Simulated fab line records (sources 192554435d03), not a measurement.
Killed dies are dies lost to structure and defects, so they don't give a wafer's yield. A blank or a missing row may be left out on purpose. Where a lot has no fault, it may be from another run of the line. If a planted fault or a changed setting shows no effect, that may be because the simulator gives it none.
Split-lot study | flow n5_finfet | 21 wafers read across 7 lots, on a route 1938 steps long

== THE SPLIT ==
At N5_BEOL_M4_COAT_68 (time 60 s, resist thk 12 nm), the setting spin_rpm was moved away from the recipe's 1500 rpm on 6 of the 21 wafers read, by -8.9% to +8.1%. All remaining wafers had this setting at the recipe value.

== FROM THE SPLIT TO THE READING: what the file shows between them, 6 steps ==
- N5_BEOL_M4_COAT_76: time 60 s, resist thk 5 nm
- N5_BEOL_M4_COAT_22: resist thk 30 nm
- N5_BEOL_M4_DESCUM_33: chemistry O2, time 7 s
- N5_BEOL_M4_ETCH_77: etches underlayer in N2/H2, target depth 6.5 nm, time 5.2 s
- N5_BEOL_M4_ETCH_69: etches SiARC in CF4, target depth 15.6 nm, time 26 s
- N5_BEOL_M4_ALD_98: deposits SiO2, target thk 2.5 nm, pulse time 1 s, co reactant pulse time 1 s

== THE READING ==
CAR-EUV_of_BEOL_M4_COAT_22.thk_nm (the simulator's own value, which no gauge read), in nm, at N5_BEOL_M4_ETCHBACK_99 (etches SiO2 in CHF3, target depth 5 nm, time 10.4 s). The file does not state a usual value for it. The 15 wafers here that ran the recipe average 10.4 nm, standard deviation 0.1 nm.

wafer  | tool, chamber at the split | spin_rpm as run, rpm | against the recipe | CAR-EUV_of_BEOL_M4_COAT_22.thk_nm, nm | against lot-mates on the recipe
L076.2 | litho_track-03, 0          | 1558                 | +3.9%              | 10.6                                  | no lot-mate on the recipe
L076.3 | litho_track-03, 0          | 1558                 | +3.9%              | 10.6                                  | no lot-mate on the recipe
L076.6 | litho_track-03, 0          | 1558                 | +3.9%              | 10.6                                  | no lot-mate on the recipe
L084.1 | litho_track-04, 0          | 1500                 | recipe             | 10.4                                  | -
L084.6 | litho_track-04, 0          | 1500                 | recipe             | 10.4                                  | -
L084.5 | litho_track-04, 0          | 1622                 | +8.1%              | 10.8                                  | +0.4
L088.1 | litho_track-01, 0          | 1500                 | recipe             | 10.4                                  | -
L088.5 | litho_track-01, 0          | 1500                 | recipe             | 10.4                                  | -
L088.4 | litho_track-01, 0          | 1581                 | +5.4%              | 10.8                                  | +0.4
L089.2 | litho_track-04, 0          | 1500                 | recipe             | 10.4                                  | -
L089.5 | litho_track-04, 0          | 1500                 | recipe             | 10.4                                  | -
L089.6 | litho_track-04, 0          | 1500                 | recipe             | 10.4                                  | -
L090.3 | litho_track-04, 0          | 1500                 | recipe             | 10.2                                  | -
L090.5 | litho_track-04, 0          | 1500                 | recipe             | 10.4                                  | -
L090.6 | litho_track-04, 0          | 1500                 | recipe             | 10.4                                  | -
L093.2 | litho_track-01, 0          | 1366                 | -8.9%              | 9.8                                   | -0.6
L093.4 | litho_track-01, 0          | 1500                 | recipe             | 10.4                                  | -
L093.5 | litho_track-01, 0          | 1500                 | recipe             | 10.4                                  | -
L094.2 | litho_track-03, 0          | 1500                 | recipe             | 10.6                                  | -
L094.4 | litho_track-03, 0          | 1500                 | recipe             | 10.6                                  | -
L094.6 | litho_track-03, 0          | 1500                 | recipe             | 10.6                                  | -

THE FIT
A straight line over all 21 wafers: CAR-EUV_of_BEOL_M4_COAT_22.thk_nm changes by +0.0586 nm for each +1% of spin_rpm; r = +0.89; the points scatter about the line by 0.097 nm.
The same after taking each lot's own level away (the mean of its wafers on the recipe; 18 wafers): +0.0616 nm for each +1%; r = +0.97; scatter 0.052 nm.
The reading moves by 0.55 nm for the largest change in spin_rpm, on that fit.
Measured against the standard deviation above, the lots' own levels, which go from 10.33 to 10.60 nm, span 2.7 times it.
Consequently the slope shifts little with the lot-to-lot level, the two slopes agreeing.
Check: with one of the wafers moved furthest among these (-8.9%) left out of the fit, the line predicts -0.503 nm for it against its lot-mates. Against them it came out at -0.6 nm.

== THE OTHER SPLITS THESE WAFERS WENT THROUGH ==
Before the reading, these wafers also passed through other splits. Each is held against what the fit with the lots' levels taken away leaves over:
other split on the same wafers | wafers away from the commonest value | r with CAR-EUV_of_BEOL_M4_COAT_22.thk_nm (lot level and that fit taken away)
N5_BEOL_M3_EXPOSE_08 dose_mj   | 12                                   | -0.06
N5_BEOL_M4_COAT_67 spin_rpm    | 6                                    | -0.23

== THE WHOLE CHAIN: every reading that the file lists as answering this split, in the file's order ==
step                   | what it does                                         | reading                                                                            | change (the file's fit)                | r (the file's)
N5_BEOL_M4_COAT_68     | time 60 s, resist thk 12 nm                          | SiARC_of_BEOL_M4_COAT_68.thk_nm (the simulator's own value, which no gauge read)   | -0.0554 nm for each +1% of the setting | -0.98
N5_BEOL_M4_ETCH_69     | etches SiARC in CF4, target depth 15.6 nm, time 26 s | etch.depth_nm (the simulator's own value, which no gauge read)                     | -0.0594 nm for each +1% of the setting | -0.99
N5_BEOL_M4_ETCH_69     | etches SiARC in CF4, target depth 15.6 nm, time 26 s | CAR-EUV_of_BEOL_M4_COAT_22.thk_nm (the simulator's own value, which no gauge read) | +0.0631 nm for each +1% of the setting | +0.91
N5_BEOL_M4_ETCHBACK_99 | etches SiO2 in CHF3, target depth 5 nm, time 10.4 s  | CAR-EUV_of_BEOL_M4_COAT_22.thk_nm (the simulator's own value, which no gauge read) | +0.0615 nm for each +1% of the setting | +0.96

== FILE'S OWN FIT ==
CAR-EUV_of_BEOL_M4_COAT_22.thk_nm changes by +0.0615 nm for each +1% of spin_rpm, r = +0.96.
